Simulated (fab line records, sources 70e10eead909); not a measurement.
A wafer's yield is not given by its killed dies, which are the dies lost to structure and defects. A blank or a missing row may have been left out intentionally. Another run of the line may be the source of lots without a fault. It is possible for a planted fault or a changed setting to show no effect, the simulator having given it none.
Which tool is to blame? | flow nand harc | Sampling: 12 lots, 36 wafers, 6 of 1159 route steps

## WHAT THE GAUGES SHOWED, per wafer
NHARC_P_M0_INSPECT_11.
lot  | measured     | on                | raw defect count
L231 | day 6 06:34  | defect inspect-02 | 3 4 3
L233 | day 6 22:12  | defect inspect-02 | 2 1 2
L234 | day 7 04:14  | defect inspect-02 | 3 5 6
L236 | day 7 09:07  | defect inspect-02 | 4 2 6
L235 | day 7 09:56  | defect inspect-02 | 7 7 7
L240 | day 8 22:18  | defect inspect-02 | 2 2 5
L241 | day 9 07:34  | defect inspect-02 | 2 5 9
L243 | day 9 21:51  | defect inspect-02 | 6 5 2
L248 | day 10 09:58 | defect inspect-02 | 5 3 3
L247 | day 10 18:44 | defect inspect-01 | 6 4 1
L251 | day 11 05:05 | defect inspect-01 | 2 3 5
L252 | day 11 10:06 | defect inspect-01 | 6 3 5

NHARC_P_M0_THK_MEAS_24: measures by xrf.
lot  | measured     | on            | thk nm (nm)
L231 | day 6 09:11  | film metro-01 | 117.2 116.1 117.3
L233 | day 7 00:38  | film metro-01 | 119.8 115.9 116.7
L234 | day 7 06:40  | film metro-02 | 115.3 116.6 115.0
L236 | day 7 11:34  | film metro-01 | 117.7 117.6 115.4
L235 | day 7 12:22  | film metro-02 | 119.0 117.4 119.4
L240 | day 9 00:44  | film metro-01 | 117.2 118.8 116.4
L241 | day 9 10:08  | film metro-01 | 115.8 115.3 115.9
L243 | day 10 00:17 | film metro-02 | 116.2 119.3 116.7
L248 | day 10 12:25 | film metro-01 | 116.4 118.1 116.5
L247 | day 10 21:36 | film metro-01 | 114.7 115.6 116.0
L251 | day 11 07:28 | film metro-02 | 116.4 118.5 116.0
L252 | day 11 12:28 | film metro-01 | 116.9 119.0 118.1

NHARC_END_SORT_01.
lot  | measured     | on        | defect limited yield (%) | killed at array | killed at other | killed at periphery | killed dies | killed open | killed short | sort_bin_2_pct (%) | sort_bin_3_pct (%) | sort_bin_4_pct (%) | sort n pass | sort rim yield pct (%) | sort yield pct (%)
L231 | day 20 04:15 | prober-02 | 96.9 96.2 96.8           | 19 23 22        | 0 0 0           | 2 3 0               | 21 26 22    | 1 3 4       | 1 1 3        | 0.9 0.7 1.2        | 0 0 0.15           | 2.2 3.1 1.9        | 656 651 655 | 97.2 99.1 99.1         | 96.9 96.2 96.8
L233 | day 19 23:21 | prober-01 | 95.9 96.9 96.6           | 25 19 23        | 2 0 0           | 1 2 0               | 28 21 23    | 4 5 2       | 1 2 2        | 1.5 0.7 1.0        | 0.44 0.15 0.15     | 2.2 2.2 2.2        | 649 656 654 | 97.2 99.1 97.2         | 95.9 96.9 96.6
L234 | day 20 14:37 | prober-01 | 94.4 94.7 94.7           | 35 34 32        | 1 1 1           | 2 1 3               | 38 36 36    | 3 0 1       | 4 0 4        | 2.2 2.1 1.3        | 0 0.30 0.59        | 3.4 3.0 3.4        | 639 641 641 | 93.4 98.1 98.1         | 94.4 94.7 94.7
L236 | day 21 07:18 | prober-02 | 97.8 96.8 97.0           | 12 12 17        | 2 6 0           | 1 4 3               | 15 22 20    | 0 4 8       | 3 2 3        | 1.0 1.5 0.6        | 0 0.15 0.15        | 1.2 1.6 2.2        | 662 655 657 | 99.1 96.2 98.1         | 97.8 96.8 97.0
L235 | day 21 04:48 | prober-01 | 94.5 93.5 94.5           | 31 38 30        | 1 1 3           | 5 5 4               | 37 44 37    | 1 0 3       | 2 1 4        | 0.9 2.8 1.6        | 0.30 0.15 0.44     | 4.3 3.5 3.4        | 640 633 640 | 96.2 96.2 99.1         | 94.5 93.5 94.5
L241 | day 22 06:48 | prober-02 | 94.7 96.0 93.8           | 26 25 28        | 0 0 0           | 10 2 14             | 36 27 42    | 6 1 1       | 1 3 1        | 2.1 0.9 2.8        | 0.15 0.15 0.44     | 3.1 3.0 3.0        | 641 650 635 | 93.4 95.3 94.3         | 94.7 96.0 93.8
L243 | day 22 23:06 | prober-01 | 97.6 97.0 98.2           | 13 18 11        | 0 1 1           | 3 1 0               | 16 20 12    | 5 6 4       | 2 2 0        | 0.7 1.0 0.6        | 0 0.15 0           | 1.6 1.8 1.2        | 661 657 665 | 99.1 97.2 98.1         | 97.6 97.0 98.2
L248 | day 24 11:34 | prober-02 | 95.4 96.2 94.4           | 26 23 34        | 1 1 1           | 4 2 3               | 31 26 38    | 3 1 7       | 3 0 3        | 0.9 1.5 1.2        | 0.59 0.30 0.44     | 3.1 2.1 4.0        | 646 651 639 | 96.2 94.3 91.5         | 95.4 96.2 94.4
L247 | day 24 18:34 | prober-02 | 91.1 93.1 91.9           | 57 43 52        | 1 2 2           | 2 2 1               | 60 47 55    | 3 2 5       | 2 0 1        | 2.7 2.8 1.8        | 0.44 0.30 0.59     | 5.8 3.8 5.8        | 617 630 622 | 98.1 89.6 95.3         | 91.1 93.1 91.9
L251 | day 25 03:21 | prober-01 | 94.5 93.9 95.4           | 33 39 28        | 1 1 1           | 3 1 2               | 37 41 31    | 5 5 2       | 4 0 4        | 2.4 2.4 1.6        | 0.15 0 0.44        | 3.0 3.7 2.5        | 640 636 646 | 94.3 96.2 90.6         | 94.5 93.9 95.4
L252 | day 25 03:11 | prober-02 | 94.5 91.6 92.2           | 32 51 47        | 0 0 0           | 5 6 6               | 37 57 53    | 0 3 2       | 1 5 1        | 1.2 1.8 2.1        | 0.44 0.44 0.44     | 3.8 6.2 5.3        | 640 620 624 | 96.2 87.7 97.2         | 94.5 91.6 92.2

## WHAT TOOL EACH LOT RAN ON (gives the tool, then ch and the chambers of the sampled wafers, and finally the start)
lot  | NHARC_P_M0_ETCH_15                            | NHARC_P_M0_ECD_22              | NHARC_P_M0_CMP_23
L231 | rie diel-09 ch 0,1, day 6 08:00 or earlier    | ecd cu-01 ch 0, day 6 08:00    | cmp-04 ch 0,1,2, day 6 08:54
L233 | rie diel-09 ch 1,2, day 6 23:45 or earlier    | ecd cu-01 ch 0,1, day 6 23:45  | cmp-01 ch 0,3, day 7 00:20
L234 | rie diel-08 ch 0,2,3, day 7 05:38 or earlier  | ecd cu-02 ch 0,1, day 7 05:38  | cmp-01 ch 0,2,3, day 7 06:21
L236 | rie diel-08 ch 0,1,2, day 7 10:37 or earlier  | ecd cu-02 ch 0,1, day 7 10:37  | cmp-01 ch 1,2,3, day 7 11:20
L235 | rie diel-08 ch 0,2,3, day 7 11:22 or earlier  | ecd cu-01 ch 0,1, day 7 11:22  | cmp-01 ch 0,3, day 7 12:03
L240 | rie diel-08 ch 0,1, day 8 23:44 or earlier    | ecd cu-02 ch 0,1, day 8 23:44  | cmp-04 ch 0,2, day 9 00:25
L241 | rie diel-08 ch 0,2,3, day 9 08:59 or earlier  | ecd cu-02 ch 0,1, day 9 08:59  | cmp-03 ch 1,2, day 9 09:49
L243 | rie diel-10 ch 2,3, day 9 23:15 or earlier    | ecd cu-01 ch 1, day 9 23:15    | cmp-03 ch 1,3, day 10 00:01
L248 | rie diel-09 ch 0,1,3, day 10 11:26 or earlier | ecd cu-01 ch 0,1, day 10 11:26 | cmp-04 ch 0,3, day 10 12:07
L247 | rie diel-09 ch 0,1, day 10 20:28 or earlier   | ecd cu-01 ch 0,1, day 10 20:28 | cmp-01 ch 0,1,2, day 10 21:17
L251 | rie diel-09 ch 1,2,3, day 11 06:26 or earlier | ecd cu-01 ch 0,1, day 11 06:26 | cmp-04 ch 0,1,2, day 11 07:11
L252 | rie diel-08 ch 0,1,3, day 11 11:29 or earlier | ecd cu-02 ch 0,1, day 11 11:29 | cmp-03 ch 0,1, day 11 12:10
- NHARC_P_M0_ETCH_15: etches the open film in C4F8/Ar, target depth 150 nm, overetch 15 nm, time 82.5 s.
- NHARC_P_M0_ECD_22: material Cu, target thk 400 nm.
- NHARC_P_M0_CMP_23: polishes, t overpolish 20 s, target thk 117.53 nm.

## WHAT THE TOOLS THEMSELVES READ (means of the sampled wafers that have a number; where no wafer has one, the mark that the record gives instead)
NHARC_P_M0_ETCH_15.
lot  | tool        | bias w (W) | oes product au (a.u.) | rf vpp V (V)
L231 | rie diel-09 | 300.2      | 0.967                 | 438.9
L233 | rie diel-09 | 299.3      | 0.965                 | 439.5
L234 | rie diel-08 | 299.0      | 0.972                 | 438.6
L236 | rie diel-08 | 299.9      | 0.961                 | 441.1
L235 | rie diel-08 | 300.9      | 0.979                 | 437.8
L240 | rie diel-08 | 300.5      | 0.955                 | 443.0
L241 | rie diel-08 | 299.7      | 0.960                 | 437.3
L243 | rie diel-10 | 300.4      | 0.944                 | 438.3
L248 | rie diel-09 | 299.6      | 0.936                 | 439.2
L247 | rie diel-09 | 300.4      | 0.915                 | 438.7
L251 | rie diel-09 | 300.1      | 0.933                 | 440.4
L252 | rie diel-08 | 299.9      | 0.976                 | 440.0

NHARC_P_M0_CMP_23.
lot  | tool   | motor current A (A) | retaining ring pressure frac | time to endpoint s (s)
L231 | cmp-04 | 12.4                | 0.997                        | 28.4
L233 | cmp-01 | 12.7                | 0.996                        | 27.1
L234 | cmp-01 | 11.7                | 0.995                        | 28.1
L236 | cmp-01 | 12.2                | 0.998                        | 29.2
L235 | cmp-01 | 12.1                | 1.000                        | 28.6
L240 | cmp-04 | 14.2                | 0.994                        | 14.1
L241 | cmp-03 | 12.5                | 1.004                        | 16.5
L243 | cmp-03 | 11.5                | 0.996                        | 32.4
L248 | cmp-04 | 12.2                | 0.999                        | 30.6
L247 | cmp-01 | 11.4                | 1.003                        | 25.7
L251 | cmp-04 | 12.7                | 0.994                        | 27.8
L252 | cmp-03 | 11.3                | 1.002                        | 27.7

## THE ANSWER, worked out from the rows above alone
Rule: what is usual is taken from the lots themselves. The widest of any qualifying gaps counts: lots, ordered by their means at a reading, are off when they make up no more than a third of the lots, leave a main group of 4 or more, and stand apart from it by 3 or more times the standard deviation of that group's means. If all means in a main group match to the digits the tables above print for the reading, that group is not used. Also off: a lot with no number at a reading for which 4 or more lots have one. The other lots that the step has rows for count as sound. After the gauges, taken in route order, come the tools' own readings; for these a lot's mean is taken, as printed above. The first step at which some lot is off is used, and at that step the reading that is off furthest; a lot without a number counts as furthest.
Off: L240, L241 (NHARC_P_M0_CMP_23, time to endpoint s). Mean 28.6 s and standard deviation 1.8 in the main group.
A tool fits if, at that step or a process step before it, it ran every lot that is off, and no sound lot after the first of them. NHARC_P_M0_ETCH_15 gives no start for some lots, so the hours and the order of its lots are those of NHARC_P_M0_ECD_22. Not one of the candidates tried fits.

## WHAT THE SIMULATOR PUT IN
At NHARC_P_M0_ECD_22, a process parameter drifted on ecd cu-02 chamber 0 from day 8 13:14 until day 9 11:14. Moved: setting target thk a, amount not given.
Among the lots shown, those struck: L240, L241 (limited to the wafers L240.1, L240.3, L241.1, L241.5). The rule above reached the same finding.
